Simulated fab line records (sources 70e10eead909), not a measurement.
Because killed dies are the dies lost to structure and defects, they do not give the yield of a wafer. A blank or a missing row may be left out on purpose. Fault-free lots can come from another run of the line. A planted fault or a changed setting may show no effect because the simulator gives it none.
A lot that was struck, set against a sound lot | flow nandHarc | 13 out of 1302 route steps
Sound: the wafers L454.2, L454.3, L454.4. Struck: wafer L455.2 (left out: L455.3, a lot-mate that was not struck); the cause follows at the end.
At each step with rows: each side's tool, then ch and its chambers, then its first start. Under that, the readings that differ: sound wafers | struck wafers | difference of the means | sigmas: that difference in standard deviations of wafers without a fault.
alike: a reading whose means differ by less than 2 such deviations, as well as words and numbers matching on both sides. not compared: withheld readings; readings where some wafer has no value; bounds like >300 that might hide an equal value; numbers whose values overlap and for which the record gives no deviation.
The two part at a step that has a row with sigmas, a row that says differs or no value, or rows on one side only. Numbers that have no deviation but don't overlap get no sigmas and don't part them. A reading missing from all wafers of one side parts the sides only when that side holds two or more wafers.

first, 2 steps without rows for these wafers: NHARC_A_WL_FILL_RTA_01 (time 5 s); NHARC_A_WL_FILL_ALD_02 (deposits TiN, target thk 2 nm, pulse time 3 s, ald cycles 100).
NHARC_A_WL_FILL_CVD_03: deposits W, target thk 40 nm, time 279 s.
  sound on cvdW-01 ch 0,1, day 21 14:16; struck on cvdW-02 ch 1, day 21 20:25
reading              | sound          | struck | difference | sigmas
throttleValvePct (%) | 7.60 7.67 7.65 | 8.09   | +0.45      | +2
  alike: heaterPowerW
  not compared: sinceWetCleanH
NHARC_A_WL_FILL_ETCHBACK_04: etches the open film in NF3, target depth 60 nm, time 120 s.
  sound on rieMetal-01 ch 0,1, day 21 14:37; struck on rieMetal-03 ch 1, day 21 20:47
  alike: drypumpMotorCurrentA, oesProductAu
  not compared: rfHoursCounterH
NHARC_A_WL_FILL_ETCHBACK_05: etches the open film in Cl2/BCl3, target depth 22 nm, time 60 s.
  sound on rieMetal-01 ch 0,1, day 21 14:51; struck on rieMetal-03 ch 0, day 21 21:02
reading                  | sound       | struck | difference | sigmas
drypumpMotorCurrentA (A) | 5.1 6.0 5.1 | 6.5    | +1.1       | +2
  alike: oesProductAu
  not compared: rfHoursCounterH
NHARC_A_WL_FILL_STRIP_27: strips in N2/H2, time 20 s.
  sound on plasmaAsher-01 ch 0,1, day 21 15:00; struck on plasmaAsher-02 ch 1, day 21 21:11
reading                  | sound       | struck | difference | sigmas
drypumpMotorCurrentA (A) | 6.1 6.1 6.0 | 5.4    | -0.7       | -2
heaterPowerW (W)         | 354 359 367 | 313    | -47        | -2
  not compared: rfHoursCounterH
then, 4 steps without rows for these wafers: NHARC_A_WL_FILL_STRIP_28 (strips in post etch residue remover, time 1200 s); NHARC_A_WL_FILL_PRECLEAN_06 (cleans in DIW, time 300 s); NHARC_A_WL_FILL_SRD_07; NHARC_A_WL_FILL_ANNEAL_08 (time 1800 s).
NHARC_A_WL_FILL_ALD_10: deposits SiO2, target thk 50 nm, pulse time 10 s, ald cycles 500.
  sound on aldHk-04 ch 0,1,3, day 21 18:12; struck on aldHk-04 ch 2, day 22 02:57
reading            | sound       | struck | difference | sigmas
aldCycles          | 500 500 500 | 471    | -29        | 
sinceWetCleanH (h) | 52 52 53    | 60     | +8         | 
  alike: heaterPowerW, precursorPulseHeightRel
NHARC_A_WL_FILL_ETCHBACK_16: etches the open film in C4F8/O2/Ar, target depth 120 nm, time 24 s.
  sound: rieDiel-08 ch 0,1,2; struck: rieDiel-06 ch 1
reading             | sound       | struck | difference | sigmas
rfHoursCounterH (h) | 3.3 3.7 3.5 | 0.8    | -2.7       | 
  alike: oesProductAu, rfVppV
-- jump in the record: it breaks off in module A_WL_FILL and resumes in module END (first step shown: number 1302 of the route), and 4 days separate the struck wafers' starts before and after --
NHARC_END_SORT_01:
  the record has rows for the struck wafers here (prober-01 ch 0, day 25 17:53) and none for the sound ones

WHERE THEY PART
First at NHARC_A_WL_FILL_CVD_03; last, within this record, at NHARC_END_SORT_01.

WHY: what the simulator had put in
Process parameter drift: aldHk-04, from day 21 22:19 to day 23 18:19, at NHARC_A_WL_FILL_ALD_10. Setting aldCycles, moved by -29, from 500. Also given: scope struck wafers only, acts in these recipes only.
